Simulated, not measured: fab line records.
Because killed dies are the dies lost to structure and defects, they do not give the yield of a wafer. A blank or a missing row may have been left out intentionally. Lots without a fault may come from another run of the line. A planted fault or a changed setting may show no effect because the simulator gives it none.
Comparing a struck lot with a sound one -- flow n5-finfet -- 17 out of 1938 route steps
Sound: wafers L544.3, L544.4, L544.6. Struck: wafers L548.3, L548.4, L548.6. The cause is given at the end.
Each step with rows lists, per side, the tool, then ch with its chambers, then its first start. Under that, the readings that differ: sound wafers -- struck wafers -- difference of the means -- sigmas: that difference in standard deviations of wafers without a fault.
alike: readings whose means differ by less than 2 such deviations, and words and numbers that are the same on both sides. not compared: withheld readings, readings that some wafer has no value for, bounds like >300 that may hide the same value, and numbers for which the record gives no deviation and whose values overlap.
The two part at a step that has a row with sigmas, a row that says differs or no value, or rows on one side only. Numbers that don't overlap but have no deviation are shown without sigmas and don't part them. A reading that every wafer of one side lacks parts them only if that side has two wafers or more.

N5_ILD0_THK_MEAS_08:
  struck on film-metro-02, day 5 15:29; sound on film-metro-02, day 4 15:46
  alike: thk-nm
then, 1 step without rows for these wafers: N5_ILD0_PRECLEAN_10 (cleans in NF3:NH3, afs cycles 5, time 20 s, sublimation time 60 s).
N5_ILD0_ALD_15: deposits SiNx, target thk 24 nm, pulse time 1 s, ald cycles 480.
  sound on ald-sin-04 ch 0,1,3, day 4 16:35; struck on ald-sin-02 ch 1,2, day 5 16:12
  alike: heater-power-outer-w, heater-power-w, precursor-pulse-height-rel
N5_ILD0_CMP_12: polishes SiNx, stops on poly-Si, t overpolish 6 s, target thk 17.67 nm.
  sound on cmp-02 ch 0,1,3, day 4 18:52; struck on cmp-02 ch 1,2,3, day 5 18:24
  alike: motor-current-A, overpolish-run-s, time-to-endpoint-s
N5_ILD0_THK_MEAS_13:
  struck on film-metro-01, day 5 18:42; sound on film-metro-02, day 4 19:05
  alike: thk-nm
N5_ILD0_INSPECT_06: inspects for defects (darkfield).
  struck on defect-inspect-01, day 5 18:44; sound on defect-inspect-02, day 4 19:06
  alike: raw-defect-count
N5_SDB_HM_DEP_00: deposits SiNx from SiH4/NH3/N2, target thk 40 nm, time 35.3 s.
  sound on pecvd-04 ch 0,2, day 4 19:08; struck on pecvd-01 ch 0,1,2, day 5 18:46
  alike: heater-power-outer-w, heater-power-w, rf-fwd-power-W, showerhead-plenum-p-Torr, throttle-valve-pct
then, 5 steps without rows for these wafers: N5_SDB_COAT_03 (time 60 s, resist thk 100 nm); N5_SDB_COAT_04 (time 60 s, resist thk 18 nm); N5_SDB_COAT_05 (resist thk 90 nm); N5_SDB_EBR_07; N5_SDB_SOFTBAKE_06 (time 60 s).
N5_SDB_EXPOSE_08: exposes mask SDB.
  sound on arfi-scanner-01 ch 0, day 4 19:21; struck on arfi-scanner-01 ch 0, day 5 19:06
reading,sound,struck,difference,sigmas
exposure-dose-mJ-cm2,49.54 49.54 49.59,46.81 46.83 46.81,-2.74,-14
  alike: mask, reticle-temp-C
then, 2 steps without rows for these wafers: N5_SDB_PEB_09 (peb time 60 s); N5_SDB_DEVELOP_10 (develop time 30 s).
N5_SDB_CD_MEAS_11: the cd target is 50 nm.
  sound on cd-sem-03 ch 0, day 4 19:28; struck on cd-sem-03 ch 0, day 5 19:13
reading,sound,struck,difference,sigmas
cd-nm (nm),48.5 46.5 49.4,44.7 45.0 43.7,-3.7,-3
N5_SDB_OVL_MEAS_12:
  sound on overlay-02 ch 0, day 4 19:30; struck on overlay-02 ch 0, day 5 19:15
  alike: SDB_OVL

== WHERE THEY PART ==
Last at N5_SDB_CD_MEAS_11 as far as this record goes, first at N5_SDB_EXPOSE_08. Later steps at which nothing parts them and some readings are alike: N5_SDB_OVL_MEAS_12.

WHY: the cause the simulator had injected
Process parameters drifting: arfi-scanner-01 at N5_SDB_EXPOSE_08, beginning at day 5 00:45. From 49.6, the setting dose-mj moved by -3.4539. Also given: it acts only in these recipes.
